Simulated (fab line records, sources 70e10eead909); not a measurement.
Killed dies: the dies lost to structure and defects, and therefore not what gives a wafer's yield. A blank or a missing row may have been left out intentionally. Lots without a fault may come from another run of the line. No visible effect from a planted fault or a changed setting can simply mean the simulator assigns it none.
Which of the tools did it? / flow nand harc / 12 lots with 36 wafers sampled at 4 steps, on a route of 1159 steps

WHAT THE GAUGES SHOWED, per wafer
The record lacks any reading of a measuring or inspecting step that a usual standard deviation could be used to judge.

WHAT TOOL EACH LOT RAN ON (gives the tool, then ch and the chambers of the sampled wafers, and finally the start)
lot=L510; NHARC_A_CHANNEL_HOLE_D1_STRIP_27=rie diel-05 ch 1,2,3, day 9 11:14 or earlier; NHARC_A_CHANNEL_FILL_D1_ALD_03=ald sin batch-03 ch 0, day 9 11:14 or earlier; NHARC_A_CHANNEL_FILL_D1_ETCHBACK_19=rie si-04 ch 1,2,3, day 9 11:14; NHARC_A_CHANNEL_FILL_D1_ALD_25=ald hk-01 ch 1,2,3, day 9 23:10
lot=L509; NHARC_A_CHANNEL_HOLE_D1_STRIP_27=rie diel-05 ch 0,2,3, day 9 16:58 or earlier; NHARC_A_CHANNEL_FILL_D1_ALD_03=ald sin batch-01 ch 0, day 9 16:58 or earlier; NHARC_A_CHANNEL_FILL_D1_ETCHBACK_19=rie si-02 ch 0,1, day 9 16:58; NHARC_A_CHANNEL_FILL_D1_ALD_25=ald hk-04 ch 1,2,3, day 10 08:01
lot=L512; NHARC_A_CHANNEL_HOLE_D1_STRIP_27=rie diel-12 ch 1,2,3, day 10 06:17 or earlier; NHARC_A_CHANNEL_FILL_D1_ALD_03=ald sin batch-03 ch 0, day 10 06:17 or earlier; NHARC_A_CHANNEL_FILL_D1_ETCHBACK_19=rie si-02 ch 0,3, day 10 06:17; NHARC_A_CHANNEL_FILL_D1_ALD_25=ald hk-02 ch 1,2, day 10 19:49
lot=L515; NHARC_A_CHANNEL_HOLE_D1_STRIP_27=rie diel-12 ch 0,3, day 11 06:29 or earlier; NHARC_A_CHANNEL_FILL_D1_ALD_03=ald sin batch-01 ch 0, day 11 06:29 or earlier; NHARC_A_CHANNEL_FILL_D1_ETCHBACK_19=rie si-04 ch 0,3, day 11 06:29; NHARC_A_CHANNEL_FILL_D1_ALD_25=ald hk-02 ch 2,3, day 11 18:49
lot=L514; NHARC_A_CHANNEL_HOLE_D1_STRIP_27=rie diel-11 ch 0,2,3, day 11 06:29 or earlier; NHARC_A_CHANNEL_FILL_D1_ALD_03=ald sin batch-01 ch 0, day 11 06:29 or earlier; NHARC_A_CHANNEL_FILL_D1_ETCHBACK_19=rie si-02 ch 1,2,3, day 11 06:29; NHARC_A_CHANNEL_FILL_D1_ALD_25=ald hk-04 ch 0,1,2, day 11 18:49
lot=L518; NHARC_A_CHANNEL_HOLE_D1_STRIP_27=rie diel-12 ch 0,1, day 11 21:50 or earlier; NHARC_A_CHANNEL_FILL_D1_ALD_03=ald sin batch-02 ch 0, day 11 21:50 or earlier; NHARC_A_CHANNEL_FILL_D1_ETCHBACK_19=rie si-05 ch 0,1,2, day 11 21:50; NHARC_A_CHANNEL_FILL_D1_ALD_25=ald hk-01 ch 1,2, day 12 09:39
lot=L517; NHARC_A_CHANNEL_HOLE_D1_STRIP_27=rie diel-12 ch 0,2, day 11 21:50 or earlier; NHARC_A_CHANNEL_FILL_D1_ALD_03=ald sin batch-02 ch 0, day 11 21:50 or earlier; NHARC_A_CHANNEL_FILL_D1_ETCHBACK_19=rie si-04 ch 1,2, day 11 21:50; NHARC_A_CHANNEL_FILL_D1_ALD_25=ald hk-04 ch 0,2,3, day 12 10:55
lot=L519; NHARC_A_CHANNEL_HOLE_D1_STRIP_27=rie diel-12 ch 0,2,3, day 12 08:45 or earlier; NHARC_A_CHANNEL_FILL_D1_ALD_03=ald sin batch-02 ch 0, day 12 08:45 or earlier; NHARC_A_CHANNEL_FILL_D1_ETCHBACK_19=rie si-05 ch 0,1,2, day 12 08:45; NHARC_A_CHANNEL_FILL_D1_ALD_25=ald hk-04 ch 2,3, day 12 20:43
lot=L521; NHARC_A_CHANNEL_HOLE_D1_STRIP_27=rie diel-05 ch 0,2,3, day 12 19:45 or earlier; NHARC_A_CHANNEL_FILL_D1_ALD_03=ald sin batch-02 ch 0, day 12 19:45 or earlier; NHARC_A_CHANNEL_FILL_D1_ETCHBACK_19=rie si-02 ch 0,1,3, day 12 19:45; NHARC_A_CHANNEL_FILL_D1_ALD_25=ald hk-01 ch 0,1,3, day 13 07:29
lot=L520; NHARC_A_CHANNEL_HOLE_D1_STRIP_27=rie diel-11 ch 1,2, day 12 19:46 or earlier; NHARC_A_CHANNEL_FILL_D1_ALD_03=ald sin batch-02 ch 0, day 12 19:46 or earlier; NHARC_A_CHANNEL_FILL_D1_ETCHBACK_19=rie si-05 ch 0,1,2, day 12 19:46; NHARC_A_CHANNEL_FILL_D1_ALD_25=ald hk-04 ch 0,1, day 13 07:29
lot=L527; NHARC_A_CHANNEL_HOLE_D1_STRIP_27=rie diel-05 ch 0,1,2, day 14 02:31 or earlier; NHARC_A_CHANNEL_FILL_D1_ALD_03=ald sin batch-03 ch 0, day 14 02:31 or earlier; NHARC_A_CHANNEL_FILL_D1_ETCHBACK_19=rie si-02 ch 2,3, day 14 02:31; NHARC_A_CHANNEL_FILL_D1_ALD_25=ald hk-04 ch 0,1,2, day 14 20:16
lot=L529; NHARC_A_CHANNEL_HOLE_D1_STRIP_27=rie diel-11 ch 0,1,3, day 14 19:46 or earlier; NHARC_A_CHANNEL_FILL_D1_ALD_03=ald sin batch-02 ch 0, day 14 19:46 or earlier; NHARC_A_CHANNEL_FILL_D1_ETCHBACK_19=rie si-04 ch 0,3, day 14 19:46; NHARC_A_CHANNEL_FILL_D1_ALD_25=ald hk-04 ch 0,1,3, day 15 11:57
- NHARC_A_CHANNEL_HOLE_D1_STRIP_27: strips in O2.
- NHARC_A_CHANNEL_FILL_D1_ALD_03: deposits SiNx, target thk 6 nm, pulse time 60 s, ald cycles 58.
- NHARC_A_CHANNEL_FILL_D1_ETCHBACK_19: etches the open film in HBr/Cl2, target depth 5 nm, time 1.7 s.
- NHARC_A_CHANNEL_FILL_D1_ALD_25: deposits SiOx, target thk 60 nm, pulse time 10 s, ald cycles 600.

WHAT THE TOOLS THEMSELVES READ (means of the sampled wafers that have a number; where no wafer has one, the mark that the record gives instead)
NHARC_A_CHANNEL_HOLE_D1_STRIP_27.
lot=L510; tool=rie diel-05; drypump motor current A (A)=5.4; oes product au (a.u.)=0.979; rf vpp V (V)=57.9; showerhead plenum p Torr (Torr)=3.43; throttle valve pct (%)=17.037
lot=L509; tool=rie diel-05; drypump motor current A (A)=5.5; oes product au (a.u.)=0.988; rf vpp V (V)=57.3; showerhead plenum p Torr (Torr)=3.41; throttle valve pct (%)=17.029
lot=L512; tool=rie diel-12; drypump motor current A (A)=5.5; oes product au (a.u.)=0.985; rf vpp V (V)=58.2; showerhead plenum p Torr (Torr)=3.62; throttle valve pct (%)=17.024
lot=L515; tool=rie diel-12; drypump motor current A (A)=5.0; oes product au (a.u.)=0.999; rf vpp V (V)=57.8; showerhead plenum p Torr (Torr)=3.50; throttle valve pct (%)=17.037
lot=L514; tool=rie diel-11; drypump motor current A (A)=6.0; oes product au (a.u.)=0.996; rf vpp V (V)=57.6; showerhead plenum p Torr (Torr)=3.54; throttle valve pct (%)=17.044
lot=L518; tool=rie diel-12; drypump motor current A (A)=5.2; oes product au (a.u.)=0.994; rf vpp V (V)=57.1; showerhead plenum p Torr (Torr)=3.50; throttle valve pct (%)=17.031
lot=L517; tool=rie diel-12; drypump motor current A (A)=5.3; oes product au (a.u.)=1.000; rf vpp V (V)=57.8; showerhead plenum p Torr (Torr)=3.49; throttle valve pct (%)=17.044
lot=L519; tool=rie diel-12; drypump motor current A (A)=5.3; oes product au (a.u.)=1.007; rf vpp V (V)=57.9; showerhead plenum p Torr (Torr)=3.55; throttle valve pct (%)=17.034
lot=L521; tool=rie diel-05; drypump motor current A (A)=5.5; oes product au (a.u.)=0.992; rf vpp V (V)=57.5; showerhead plenum p Torr (Torr)=3.41; throttle valve pct (%)=17.041
lot=L520; tool=rie diel-11; drypump motor current A (A)=6.2; oes product au (a.u.)=0.995; rf vpp V (V)=58.5; showerhead plenum p Torr (Torr)=3.49; throttle valve pct (%)=17.033
lot=L527; tool=rie diel-05; drypump motor current A (A)=5.5; oes product au (a.u.)=1.008; rf vpp V (V)=57.6; showerhead plenum p Torr (Torr)=3.37; throttle valve pct (%)=17.039
lot=L529; tool=rie diel-11; drypump motor current A (A)=5.9; oes product au (a.u.)=1.005; rf vpp V (V)=57.9; showerhead plenum p Torr (Torr)=3.50; throttle valve pct (%)=17.035

NHARC_A_CHANNEL_FILL_D1_ALD_03.
lot=L510; tool=ald sin batch-03; precursor pulse height rel=0.998
lot=L509; tool=ald sin batch-01; precursor pulse height rel=0.985
lot=L512; tool=ald sin batch-03; precursor pulse height rel=1.006
lot=L515; tool=ald sin batch-01; precursor pulse height rel=0.982
lot=L514; tool=ald sin batch-01; precursor pulse height rel=1.006
lot=L518; tool=ald sin batch-02; precursor pulse height rel=0.997
lot=L517; tool=ald sin batch-02; precursor pulse height rel=1.003
lot=L519; tool=ald sin batch-02; precursor pulse height rel=0.998
lot=L521; tool=ald sin batch-02; precursor pulse height rel=0.987
lot=L520; tool=ald sin batch-02; precursor pulse height rel=1.003
lot=L527; tool=ald sin batch-03; precursor pulse height rel=1.005
lot=L529; tool=ald sin batch-02; precursor pulse height rel=1.021

NHARC_A_CHANNEL_FILL_D1_ETCHBACK_19.
lot=L510; tool=rie si-04; drypump motor current A (A)=5.8; oes product au (a.u.)=1.002; throttle valve pct (%)=26.396
lot=L509; tool=rie si-02; drypump motor current A (A)=5.7; oes product au (a.u.)=1.010; throttle valve pct (%)=26.405
lot=L512; tool=rie si-02; drypump motor current A (A)=6.3; oes product au (a.u.)=1.006; throttle valve pct (%)=26.409
lot=L515; tool=rie si-04; drypump motor current A (A)=6.0; oes product au (a.u.)=0.992; throttle valve pct (%)=26.397
lot=L514; tool=rie si-02; drypump motor current A (A)=5.8; oes product au (a.u.)=1.007; throttle valve pct (%)=26.401
lot=L518; tool=rie si-05; drypump motor current A (A)=6.2; oes product au (a.u.)=0.993; throttle valve pct (%)=26.413
lot=L517; tool=rie si-04; drypump motor current A (A)=5.9; oes product au (a.u.)=1.000; throttle valve pct (%)=26.403
lot=L519; tool=rie si-05; drypump motor current A (A)=6.2; oes product au (a.u.)=1.001; throttle valve pct (%)=26.401
lot=L521; tool=rie si-02; drypump motor current A (A)=6.0; oes product au (a.u.)=1.019; throttle valve pct (%)=26.404
lot=L520; tool=rie si-05; drypump motor current A (A)=6.2; oes product au (a.u.)=0.993; throttle valve pct (%)=26.401
lot=L527; tool=rie si-02; drypump motor current A (A)=6.0; oes product au (a.u.)=1.003; throttle valve pct (%)=26.399
lot=L529; tool=rie si-04; drypump motor current A (A)=6.0; oes product au (a.u.)=0.999; throttle valve pct (%)=26.406

NHARC_A_CHANNEL_FILL_D1_ALD_25.
lot=L510; tool=ald hk-01; heater power w (W)=481; precursor pulse height rel=0.993
lot=L509; tool=ald hk-04; heater power w (W)=454; precursor pulse height rel=1.001
lot=L512; tool=ald hk-02; heater power w (W)=463; precursor pulse height rel=1.000
lot=L515; tool=ald hk-02; heater power w (W)=477; precursor pulse height rel=0.987
lot=L514; tool=ald hk-04; heater power w (W)=422; precursor pulse height rel=1.012
lot=L518; tool=ald hk-01; heater power w (W)=478; precursor pulse height rel=0.995
lot=L517; tool=ald hk-04; heater power w (W)=450; precursor pulse height rel=0.996
lot=L519; tool=ald hk-04; heater power w (W)=470; precursor pulse height rel=0.992
lot=L521; tool=ald hk-01; heater power w (W)=516; precursor pulse height rel=1.007
lot=L520; tool=ald hk-04; heater power w (W)=437; precursor pulse height rel=0.987
lot=L527; tool=ald hk-04; heater power w (W)=433; precursor pulse height rel=1.012
lot=L529; tool=ald hk-04; heater power w (W)=458; precursor pulse height rel=0.980

THE ANSWER, worked out from the rows above alone
Rule: usual is defined by the lots themselves. The widest of any qualifying gaps counts: lots, ordered by their means at a reading, are off when they make up no more than a third of the lots, leave a main group of 4 or more, and stand apart from it by 3 or more times the standard deviation of that group's means. A main group whose means are all the same, to the digits that the tables above print for the reading, isn't used. A lot without any number at a reading at which 4 lots or more have one is off too. The other lots that the step has rows for count as sound. The gauges are gone through in route order, then the tools' own readings, and for those a lot's mean is taken as printed above. At the first step where some lot is off, the reading lying furthest off is the one used; lots without a number count as furthest.
Across all readings shown, no lot is off: no conclusion can be drawn from this.

WHAT THE SIMULATOR PUT IN
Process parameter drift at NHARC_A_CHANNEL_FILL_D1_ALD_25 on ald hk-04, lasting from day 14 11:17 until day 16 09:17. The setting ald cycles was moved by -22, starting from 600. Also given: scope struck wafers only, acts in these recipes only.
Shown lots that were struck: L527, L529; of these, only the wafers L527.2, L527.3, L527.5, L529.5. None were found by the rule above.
